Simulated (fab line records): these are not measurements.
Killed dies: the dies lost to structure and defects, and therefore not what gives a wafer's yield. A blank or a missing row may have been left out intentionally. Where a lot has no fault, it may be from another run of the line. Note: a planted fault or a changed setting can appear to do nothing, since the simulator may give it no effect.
Which tool was responsible? || flow nand_harc || Sampling: 6 lots, 18 wafers, 5 of 1302 route steps

WHAT EACH GAUGE READ, for each wafer
NHARC_END_SORT_01.
{"lot": "L787", "measured": "day 25 05:24", "on": "prober-01", "defect_limited_yield (%)": "91.1 89.8 90.8"}
{"lot": "L793", "measured": "day 27 01:32", "on": "prober-01", "defect_limited_yield (%)": "90.3 89.2 89.1"}
{"lot": "L796", "measured": "day 28 16:54", "on": "prober-02", "defect_limited_yield (%)": "91.0 90.8 88.8"}
{"lot": "L800", "measured": "day 29 23:02", "on": "prober-01", "defect_limited_yield (%)": "92.6 91.6 93.4"}
{"lot": "L806", "measured": "day 32 17:50", "on": "prober-01", "defect_limited_yield (%)": "91.6 91.7 94.4"}

TOOL THAT RAN EACH LOT (tool first, then ch and the chambers of the sampled wafers, then the start)
{"lot": "L787", "NHARC_A_CONTACT_ETCH_48": "rie_diel-13 ch 1,2, day 22 04:56", "NHARC_A_CONTACT_ETCH_114": "har_cap_etch-02 ch 0,1, day 22 07:16", "NHARC_A_CONTACT_ETCH_117": "har_cap_etch-02 ch 0,1, day 22 07:47", "NHARC_A_CONTACT_DEP_57": "acl_dep-01 ch 0, day 22 13:00"}
{"lot": "L793", "NHARC_A_CONTACT_ETCH_48": "rie_diel-07 ch 0,1,2, day 24 03:43", "NHARC_A_CONTACT_ETCH_114": "har_cap_etch-01 ch 0, day 24 06:11", "NHARC_A_CONTACT_ETCH_117": "har_cap_etch-01 ch 0, day 24 06:42", "NHARC_A_CONTACT_DEP_57": "acl_dep-03 ch 0, day 24 11:16"}
{"lot": "L796", "NHARC_A_CONTACT_ETCH_48": "rie_diel-13 ch 0,1,3, day 25 13:20", "NHARC_A_CONTACT_ETCH_114": "har_cap_etch-02 ch 0,1, day 25 15:40", "NHARC_A_CONTACT_ETCH_117": "har_cap_etch-02 ch 0,1, day 25 16:11", "NHARC_A_CONTACT_DEP_57": "acl_dep-03 ch 0, day 25 22:22"}
{"lot": "L800", "NHARC_A_CONTACT_ETCH_48": "rie_diel-04 ch 0,2,3, day 27 01:02", "NHARC_A_CONTACT_ETCH_114": "har_cap_etch-03 ch 0,1, day 27 03:20", "NHARC_A_CONTACT_ETCH_117": "har_cap_etch-03 ch 0,1, day 27 03:51", "NHARC_A_CONTACT_DEP_57": "acl_dep-02 ch 0, day 27 07:34"}
{"lot": "L804", "NHARC_A_CONTACT_ETCH_48": "rie_diel-04 ch 0,2,3, day 28 06:02", "NHARC_A_CONTACT_ETCH_114": "har_cap_etch-02 ch 0, day 28 08:33", "NHARC_A_CONTACT_ETCH_117": "har_cap_etch-02 ch 0, day 28 09:04", "NHARC_A_CONTACT_DEP_57": "acl_dep-02, day 28 12:17"}
{"lot": "L806", "NHARC_A_CONTACT_ETCH_48": "rie_diel-07 ch 0,1,3, day 29 19:20", "NHARC_A_CONTACT_ETCH_114": "har_cap_etch-01 ch 0,1, day 29 21:35", "NHARC_A_CONTACT_ETCH_117": "har_cap_etch-01 ch 0,1, day 29 22:06", "NHARC_A_CONTACT_DEP_57": "acl_dep-02 ch 0, day 30 01:16"}
- NHARC_A_CONTACT_ETCH_48: etches the open film in CF4, target depth 39 nm, time 65 s.
- NHARC_A_CONTACT_ETCH_114: etches the open film in C4F8/O2/Ar, time 190 s, target depth 1850 nm.
- NHARC_A_CONTACT_ETCH_117: etches the open film in C4F8/O2/Ar, time 190 s, target depth 1850 nm.
- NHARC_A_CONTACT_DEP_57: deposits aC, target thk 5300 nm.

THE ANSWER, worked out from the rows above alone
Rule: the lots themselves supply what counts as usual. The widest of any qualifying gaps counts: lots, ordered by their means at a reading, are off when they make up no more than a third of the lots, leave a main group of 4 or more, and stand apart from it by 3 or more times the standard deviation of that group's means. If all means in a main group match to the digits the tables above print for the reading, that group is not used. A lot without any number at a reading at which 4 lots or more have one is off too. Any other lot the step has rows for is counted as sound.
No lot is off at any reading shown: from this, nothing can be told.

WHAT THE SIMULATOR PUT IN
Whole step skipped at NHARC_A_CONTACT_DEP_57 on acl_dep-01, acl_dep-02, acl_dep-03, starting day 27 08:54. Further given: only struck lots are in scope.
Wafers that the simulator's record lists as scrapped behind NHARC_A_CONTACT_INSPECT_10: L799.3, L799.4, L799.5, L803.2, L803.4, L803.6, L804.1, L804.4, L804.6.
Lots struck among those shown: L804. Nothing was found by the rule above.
